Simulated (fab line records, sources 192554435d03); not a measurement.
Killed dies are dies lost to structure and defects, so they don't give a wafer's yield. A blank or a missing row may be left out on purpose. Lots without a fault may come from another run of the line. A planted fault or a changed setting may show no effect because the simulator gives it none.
A struck lot beside a sound one | flow n5_finfet | 25 steps out of a route of 1938
Sound: wafers L824.1, L824.5, L824.6. Struck: wafers L831.2, L831.5, L831.6. The cause comes at the end.
At each step with rows: each side's tool, then ch and its chambers, then its first start. Under that, the readings that differ: sound wafers | struck wafers | difference of the means | sigmas: that difference in standard deviations of wafers without a fault.
alike: readings whose means differ by less than 2 such deviations, and words and numbers that are the same on both sides. not compared: withheld readings, readings that some wafer has no value for, bounds like >300 that may hide the same value, and numbers for which the record gives no deviation and whose values overlap.
The two part at a step that has a row with sigmas, a row that says differs or no value, or rows on one side only. Numbers that don't overlap but have no deviation are shown without sigmas and don't part them. A reading that every wafer of one side lacks parts them only if that side has two wafers or more.

first, 11 steps without rows for these wafers: N5_BEOL_M0_SAQP_STRIP_108 (strips in N2/H2); N5_BEOL_M0_SAQP_RECESS_109 (chemistry HF/NH3, target SiO2, target depth 3 nm, afs cycles 1, sublimation time 60 s); N5_BEOL_M0_SAQP_SPACER2_ALD_26 (deposits SiO2, target thk 15 nm, pulse time 1 s, purge time 2 s); N5_BEOL_M0_SAQP_SPACER2_ETCHBACK_27 (etches SiO2 in CHF3/O2, target depth 22.5 nm, time 11.25 s); N5_BEOL_M0_SAQP_MANDREL2_REMOVE_110 (chemistry HBr/Cl2/O2, target a-Si, stops on SiCN, bt time 10 s); N5_BEOL_M0_SAQP_COAT_69 (time 60 s, resist thk 90 nm); N5_BEOL_M0_SAQP_COAT_72 (time 60 s, resist thk 15 nm); N5_BEOL_M0_SAQP_COAT_87 (time 60 s, resist thk 5 nm); N5_BEOL_M0_SAQP_COAT_34 (resist thk 30 nm); N5_BEOL_M0_SAQP_EBR_36; N5_BEOL_M0_SAQP_SOFTBAKE_35 (time 60 s).
N5_BEOL_M0_SAQP_EXPOSE_37: exposes mask M0 CUT1, target cd 30 nm.
  sound on euv_scanner-01 ch 0, day 6 04:31; struck on euv_scanner-01 ch 0, day 7 23:34
  reading              | sound             | struck            | difference | sigmas
  exposure_dose_mJ_cm2 | 44.72 44.72 44.70 | 44.04 44.03 44.02 | -0.68      | -16
  alike: mask, reticle_temp_C
then, 2 steps without rows for these wafers: N5_BEOL_M0_SAQP_PEB_38 (peb time 60 s); N5_BEOL_M0_SAQP_DEVELOP_39 (develop time 30 s).
N5_BEOL_M0_SAQP_DESCUM_45: chemistry O2, time 7 s.
  sound on rie_diel-01 ch 0,1,2, day 6 04:47; struck on rie_diel-01 ch 1,2,3, day 7 23:49
  alike: bias_power_w, drypump_motor_current_A, o2_flow_sccm, oes_product_au, rf_vpp_V, showerhead_plenum_p_Torr, throttle_valve_pct
  not compared: rf_hours_counter_h, model.BEOL_M0_SAQP.cd_nm
then, 6 steps without rows for these wafers: N5_BEOL_M0_SAQP_ETCH_88 (etches underlayer in N2/H2, target depth 6.5 nm, time 5.2 s); N5_BEOL_M0_SAQP_ETCH_73 (etches SiARC in CF4, target depth 19.5 nm, time 32.5 s); N5_BEOL_M0_SAQP_CUT_ETCH_46 (etches SOC in N2/H2, target depth 135 nm, overetch 27 nm, time 202.5 s); N5_BEOL_M0_SAQP_STRIP_74 (strips in N2/H2); N5_BEOL_M0_SAQP_STRIP_89 (strips in N2/H2); N5_BEOL_M0_SAQP_ALD_48 (deposits SiO2, target thk 20 nm, pulse time 1 s, co reactant pulse time 1 s).
N5_BEOL_M0_SAQP_ETCH_49: etches SiO2 in CF4/O2, target depth 37 nm.
  sound on rie_diel-02 ch 0,2, day 6 05:49; struck on rie_diel-01 ch 0,3, day 8 00:41
  alike: drypump_motor_current_A, oes_ar_750_au, oes_product_au, rf_vpp_V, showerhead_plenum_p_Torr, throttle_valve_pct
  not compared: rf_hours_counter_h, model.BEOL_M0_SAQP.cd_nm
then, 1 step without rows for these wafers: N5_BEOL_M0_SAQP_STRIP_75 (strips in CF4).
-- the record jumps here: 2 days lie between the struck wafers' starts before and after (it left off in module BEOL_M0_SAQP and takes up again in module BEOL_M4, whose first step shown is number 1111 of the route) --
N5_BEOL_M4_RC_MEAS_101:
  sound on prober-02 ch 0, day 9 01:57; struck on prober-02 ch 0, day 10 11:22
  reading       | sound          | struck         | difference | sigmas
  DIBL_N (mV/V) | 33.0 32.1 34.4 | 37.0 35.6 37.6 | +3.6       | +3
  alike: DIBL_P, IOFF_N, IOFF_P, ION_N, ION_P, SS_N, SS_P, VT_N, VT_P
then, 1 step without rows for these wafers: N5_PASSIVATION_PROBE_49.

WHERE THEY PART
First at N5_BEOL_M0_SAQP_EXPOSE_37; last, within this record, at N5_BEOL_M4_RC_MEAS_101.

WHY: what the simulator had put in
Process parameter drift: euv_scanner-01, from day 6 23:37 on, at N5_BEOL_M0_SAQP_EXPOSE_37. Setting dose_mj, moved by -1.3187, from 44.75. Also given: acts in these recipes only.
